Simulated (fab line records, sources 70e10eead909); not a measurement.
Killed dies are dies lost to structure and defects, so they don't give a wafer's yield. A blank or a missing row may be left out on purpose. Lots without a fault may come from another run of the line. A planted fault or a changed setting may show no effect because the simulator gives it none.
A struck lot beside a sound one | flow nand_harc | 14 steps out of a route of 1302
Sound: wafers L348.1, L348.5, L348.6. Struck: wafers L356.1, L356.2, L356.6. The cause comes at the end.
At each step with rows: each side's tool, then ch and its chambers, then its first start. Under that, the readings that differ: sound wafers | struck wafers | difference of the means | sigmas: that difference in standard deviations of wafers without a fault.
alike: readings whose means differ by less than 2 such deviations, and words and numbers that are the same on both sides. not compared: withheld readings, readings that some wafer has no value for, bounds like >300 that may hide the same value, and numbers for which the record gives no deviation and whose values overlap.
The two part at a step that has a row with sigmas, a row that says differs or no value, or rows on one side only. Numbers that don't overlap but have no deviation are shown without sigmas and don't part them. A reading that every wafer of one side lacks parts them only if that side has two wafers or more.

first, 4 steps without rows for these wafers: NHARC_A_DECK1_JOINT_CURE_26 (time 32 s); NHARC_A_DECK1_JOINT_ANNEAL_27 (time 3600 s); NHARC_A_DECK1_JOINT_ANNEAL_28 (time 1800 s); NHARC_A_DECK1_JOINT_ANNEAL_29 (time 1800 s).
NHARC_A_DECK1_JOINT_CMP_02: polishes SiOx.
  sound on cmp-03 ch 0,1,2, day 12 21:24; struck on cmp-04 ch 2,3, day 16 09:10
  alike: motor_current_A
then, 1 step without rows for these wafers: NHARC_A_DECK1_JOINT_SRD_15.
NHARC_A_DECK1_JOINT_DEP_16: deposits SiO2, target thk 45 nm.
  sound on pecvd-02 ch 1,2, day 12 21:46; struck on pecvd-01 ch 0,2, day 16 09:33
  alike: heater_power_w, throttle_valve_pct
NHARC_A_DECK1_JOINT_THK_MEAS_17: measures by ellipsometry.
  sound on film_metro-02, day 12 22:01; struck on film_metro-01, day 16 09:55
  alike: thk_nm
NHARC_A_DECK1_JOINT_INSPECT_05:
  sound on defect_inspect-02, day 12 22:03; struck on defect_inspect-01, day 16 09:57
  reading          | sound       | struck      | difference | sigmas
  raw_defect_count | 513 539 443 | 111 124 151 | -370       | -3
then, 1 step without rows for these wafers: NHARC_A_ONON_D2_DEP_00 (target thk 1000 nm).
NHARC_A_ONON_D2_THK_MEAS_02: measures by ellipsometry.
  sound on film_metro-02, day 12 22:38; struck on film_metro-02, day 16 10:32
  alike: thk_nm
NHARC_A_ONON_D2_DEP_03: target thk 1000 nm.
  sound on pecvd_onon-03 ch 0, day 12 22:42; struck on pecvd_onon-03 ch 0, day 16 10:35
  alike: n2o_flow_sccm
NHARC_A_ONON_D2_THK_MEAS_05: measures by ellipsometry.
  sound on film_metro-02, day 12 23:13; struck on film_metro-02, day 16 11:16
  reading     | sound        | struck      | difference | sigmas
  thk_nm (nm) | 997 997 1000 | 641 642 641 | -357       | -44
  not compared: hold
NHARC_END_SORT_01:
  the record has rows for the sound wafers here (prober-02 ch 0, day 24 21:33) and none for the struck ones

WHERE THEY PART
First at NHARC_A_DECK1_JOINT_INSPECT_05; last, within this record, at NHARC_END_SORT_01.

WHY: what the simulator had put in
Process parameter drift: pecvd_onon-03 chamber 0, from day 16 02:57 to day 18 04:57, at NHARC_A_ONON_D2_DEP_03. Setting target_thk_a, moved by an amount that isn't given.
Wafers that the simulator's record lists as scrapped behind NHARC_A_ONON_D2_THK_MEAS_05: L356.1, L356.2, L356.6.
